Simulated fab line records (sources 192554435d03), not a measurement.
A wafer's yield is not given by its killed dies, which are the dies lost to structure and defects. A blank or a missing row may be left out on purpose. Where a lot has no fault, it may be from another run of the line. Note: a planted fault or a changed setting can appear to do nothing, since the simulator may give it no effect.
Chamber matching / flow n5-finfet / 4 sister chambers for N5_BEOL_M9_ETCH_66 on rie-diel-01
The step etches SOC in N2/H2, target depth 80 nm, overetch 16 nm, time 120 s. 4 wafers are shown with their chamber, then 12 later ones without.

== WAFERS WITH THEIR CHAMBER ==
wafer=L088.4; chamber=1; showerhead-plenum-p-Torr (Torr)=2.52
wafer=L091.1; chamber=0; showerhead-plenum-p-Torr (Torr)=2.54
wafer=L091.2; chamber=2; showerhead-plenum-p-Torr (Torr)=2.50
wafer=L091.3; chamber=3; showerhead-plenum-p-Torr (Torr)=2.42

== WAFERS WITHOUT THEIR CHAMBER ==
wafer=L093.2; showerhead-plenum-p-Torr (Torr)=2.49
wafer=L093.3; showerhead-plenum-p-Torr (Torr)=2.42
wafer=L093.4; showerhead-plenum-p-Torr (Torr)=2.54
wafer=L097.2; showerhead-plenum-p-Torr (Torr)=2.42
wafer=L097.4; showerhead-plenum-p-Torr (Torr)=2.49
wafer=L097.5; showerhead-plenum-p-Torr (Torr)=2.49
wafer=L096.1; showerhead-plenum-p-Torr (Torr)=2.42
wafer=L096.2; showerhead-plenum-p-Torr (Torr)=2.51
wafer=L096.4; showerhead-plenum-p-Torr (Torr)=2.54
wafer=L095.2; showerhead-plenum-p-Torr (Torr)=2.51
wafer=L095.3; showerhead-plenum-p-Torr (Torr)=2.54
wafer=L095.4; showerhead-plenum-p-Torr (Torr)=2.49

== WHICH CHAMBER EACH WENT THROUGH ==
wafer=L093.2; from the rows above=2; in truth=2
wafer=L093.3; from the rows above=3; in truth=3
wafer=L093.4; from the rows above=0; in truth=0
wafer=L097.2; from the rows above=3; in truth=3
wafer=L097.4; from the rows above=2; in truth=2
wafer=L097.5; from the rows above=2; in truth=2
wafer=L096.1; from the rows above=3; in truth=3
wafer=L096.2; from the rows above=can't be placed: 2 or 1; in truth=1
wafer=L096.4; from the rows above=0; in truth=0
wafer=L095.2; from the rows above=can't be placed: 2 or 1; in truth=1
wafer=L095.3; from the rows above=0; in truth=0
wafer=L095.4; from the rows above=2; in truth=2
Placed correctly: 10 of 12. Not placeable from these rows: 2 (in 2, the candidates include the true chamber). Wrongly placed: 0.
How it was worked out, from the rows above alone: a wafer's distance from a chamber is the root of the sum, over the readings, of the square of ((its reading less the chamber's mean) divided by the reading's scatter). If the next closest chamber is less than 2 further off than the closest, the wafer can't be placed; otherwise it belongs to the closest. For every chamber, the mean is computed from those of its wafers that are shown. The scatter (one wafer shown for each chamber): square how far every hidden wafer sits from the nearest shown wafer, average those squares and take the square root.
